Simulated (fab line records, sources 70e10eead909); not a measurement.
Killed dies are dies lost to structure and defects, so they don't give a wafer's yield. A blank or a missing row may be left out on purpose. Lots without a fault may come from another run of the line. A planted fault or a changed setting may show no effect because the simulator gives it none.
A struck lot beside a sound one | flow nand_harc | 16 steps out of a route of 1302
Sound: wafers L885.2, L885.3, L885.6. Struck: wafers L896.2, L896.5, L896.6. The cause comes at the end.
At each step with rows: each side's tool, then ch and its chambers, then its first start. Under that, the readings that differ: sound wafers | struck wafers | difference of the means | sigmas: that difference in standard deviations of wafers without a fault.
alike: readings whose means differ by less than 2 such deviations, and words and numbers that are the same on both sides. not compared: withheld readings, readings that some wafer has no value for, bounds like >300 that may hide the same value, and numbers for which the record gives no deviation and whose values overlap.
The two part at a step that has a row with sigmas, a row that says differs or no value, or rows on one side only. Numbers that don't overlap but have no deviation are shown without sigmas and don't part them. A reading that every wafer of one side lacks parts them only if that side has two wafers or more.

NHARC_P_GATE_CD_MEAS_46: target cd 720 nm.
  sound on cd_sem-03 ch 0, day 6 04:12; struck on cd_sem-01 ch 0, day 10 16:02
  alike: cd_nm
then, 1 step without rows for these wafers: NHARC_P_GATE_HARDBAKE_47 (time 80 s).
NHARC_P_GATE_DESCUM_48: chemistry O2, time 3 s.
  sound on rie_diel-13 ch 1,2,3, day 6 04:23; struck on rie_diel-13 ch 0,1, day 10 16:12
  alike: drypump_motor_current_A, o2_flow_sccm, oes_product_au, rf_vpp_V, showerhead_plenum_p_Torr, throttle_valve_pct
  not compared: rf_hours_counter_h
then, 1 step without rows for these wafers: NHARC_P_GATE_IMPLANT_49.
NHARC_P_GATE_STRIP_111: strips in N2/H2, time 250 s.
  sound on plasma_asher-02 ch 0,1, day 6 04:44; struck on plasma_asher-02 ch 0,1, day 10 16:37
  alike: drypump_motor_current_A, heater_power_w
  not compared: rf_hours_counter_h
NHARC_P_GATE_STRIP_75: strips in O2.
  sound on plasma_asher-02 ch 0,1, day 6 05:02; struck on plasma_asher-02 ch 0,1, day 10 16:53
  alike: drypump_motor_current_A, heater_power_w
  not compared: rf_hours_counter_h
then, 6 steps without rows for these wafers: NHARC_P_GATE_STRIP_50 (strips in SPM, time 900 s); NHARC_P_GATE_DEHYDRATE_51 (time 120 s); NHARC_P_GATE_HMDS_52 (time 30 s); NHARC_P_GATE_COAT_53; NHARC_P_GATE_SOFTBAKE_54 (time 95 s); NHARC_P_GATE_EBR_55.
NHARC_P_GATE_EXPOSE_56: exposes mask P PSD, target cd 720 nm.
  sound on krf_scanner-04 ch 0, day 6 05:42; struck on krf_scanner-04 ch 0, day 10 17:39
  reading | sound                   | struck                           | difference | sigmas
  mask    | P_PSD#0 P_PSD#0 P_PSD#0 | P_PSD_R1#0 P_PSD_R1#0 P_PSD_R1#0 | differs    |
  alike: exposure_dose_mJ_cm2
then, 2 steps without rows for these wafers: NHARC_P_GATE_PEB_57 (peb time 85 s); NHARC_P_GATE_DEVELOP_58 (time 70 s).
NHARC_P_GATE_CD_MEAS_59: target cd 720 nm.
  sound on cd_sem-01 ch 0, day 6 05:51; struck on cd_sem-02 ch 0
  reading    | sound             | struck            | difference | sigmas
  cd_nm (nm) | 722.2 724.3 717.5 | 756.3 753.3 753.6 | +33.1      | +17
  not compared: hold

WHERE THEY PART
First at NHARC_P_GATE_EXPOSE_56; last, within this record, at NHARC_P_GATE_CD_MEAS_59.

WHY: what the simulator had put in
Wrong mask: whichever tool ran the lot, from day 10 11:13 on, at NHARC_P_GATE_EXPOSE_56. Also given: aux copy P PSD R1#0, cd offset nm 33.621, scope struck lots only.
